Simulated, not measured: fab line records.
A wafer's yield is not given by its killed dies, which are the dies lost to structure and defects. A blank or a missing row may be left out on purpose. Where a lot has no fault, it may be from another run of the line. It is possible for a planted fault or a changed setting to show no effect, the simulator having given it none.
Chamber matching	flow nandHarc	NHARC_A_M0_DESCUM_14 on rieDiel-11 has 4 sister chambers
The step chemistry O2, time 3 s. 8 wafers are shown with their chamber, then 11 later ones without.

## WAFERS, EACH WITH ITS CHAMBER
wafer	chamber	drypumpMotorCurrentA (A)	rfVppV (V)
L074.6	1	6.2	56.9
L078.3	1	6.3	57.1
L081.2	2	5.9	57.3
L081.5	0	5.9	59.1
L089.1	0	6.0	59.8
L089.3	3	5.6	56.7
L089.6	3	5.6	56.8
L093.2	2	5.9	57.6

## WAFERS WITH NO CHAMBER GIVEN
wafer	drypumpMotorCurrentA (A)	rfVppV (V)
L093.3	5.6	56.9
L093.6	5.9	57.1
L094.1	6.0	57.8
L094.3	6.3	57.1
L094.4	5.6	57.9
L096.2	5.6	58.9
L096.3	6.0	58.3
L096.4	5.9	56.2
L097.1	6.2	57.7
L097.2	6.0	57.6
L097.5	5.8	57.5

## WHICH CHAMBER EACH WENT THROUGH
wafer	from the rows above	in truth
L093.3	3	3
L093.6	2	2
L094.1	2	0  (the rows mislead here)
L094.3	1	1
L094.4	3	3
L096.2	can't be placed: 0 or 3 or 2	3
L096.3	can't be placed: 2 or 0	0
L096.4	can't be placed: 2 or 3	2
L097.1	1	1
L097.2	2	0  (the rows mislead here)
L097.5	2	2
Correctly placed: 6 of 11. These rows do not allow placing 3 (true chamber among the candidates in 3). Wrongly placed: 2.
How it was worked out, from the rows above alone: a wafer's distance from a chamber is the root of the sum, over the readings, of the square of ((its reading less the chamber's mean) divided by the reading's scatter). If the next closest chamber is less than 2 further off than the closest, the wafer can't be placed; otherwise it belongs to the closest. A chamber's mean is the mean of its shown wafers. How the scatter is found: for the shown wafers, subtract from each reading the mean of its chamber, square and add these, divide the total by (wafers less chambers), then take the root.
